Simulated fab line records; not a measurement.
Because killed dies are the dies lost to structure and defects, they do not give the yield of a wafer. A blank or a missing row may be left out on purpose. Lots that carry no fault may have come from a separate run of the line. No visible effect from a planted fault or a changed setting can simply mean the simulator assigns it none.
Matching of chambers -- flow nand_harc -- NHARC_A_WL_FILL_ALD_10 on ald_hk-03 has 4 sister chambers
The step deposits SiO2, target thk 50 nm, pulse time 10 s, ald cycles 500. 8 wafers are shown with their chamber, then 7 later ones without.

## WAFERS PAIRED WITH THEIR CHAMBERS
wafer,chamber,heater_power_w (W),precursor_pulse_height_rel
L445.4,2,451,1.014
L458.2,0,450,1.008
L458.3,3,358,1.015
L458.6,2,450,1.004
L461.3,3,364,0.986
L461.5,1,486,1.003
L464.4,0,446,0.968
L464.5,1,494,1.007

## WAFERS MISSING THEIR CHAMBER
wafer,heater_power_w (W),precursor_pulse_height_rel
L464.6,451,0.984
L466.1,460,0.962
L466.4,373,1.024
L466.6,376,1.006
L468.2,457,0.985
L468.4,371,1.030
L468.6,445,1.015

## EACH ONE'S CHAMBER
wafer,from the rows above,in truth
L464.6,can't be placed: 0 or 2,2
L466.1,can't be placed: 0 or 2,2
L466.4,3,3
L466.6,3,3
L468.2,can't be placed: 2 or 0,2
L468.4,3,3
L468.6,can't be placed: 2 or 0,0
Correct placement for 3 of the 7. These rows do not allow placing 4 (true chamber among the candidates in 4). 0 placed wrongly.
How it was worked out, from the rows above alone: a wafer's distance from a chamber is the root of the sum, over the readings, of the square of ((its reading less the chamber's mean) divided by the reading's scatter). If the next closest chamber is less than 2 further off than the closest, the wafer can't be placed; otherwise it belongs to the closest. The mean given for a chamber averages the wafers shown for that chamber. The scatter is the square root of a quotient: the sum, over the shown wafers, of each reading's squared deviation from its chamber's mean, divided by wafers minus chambers.
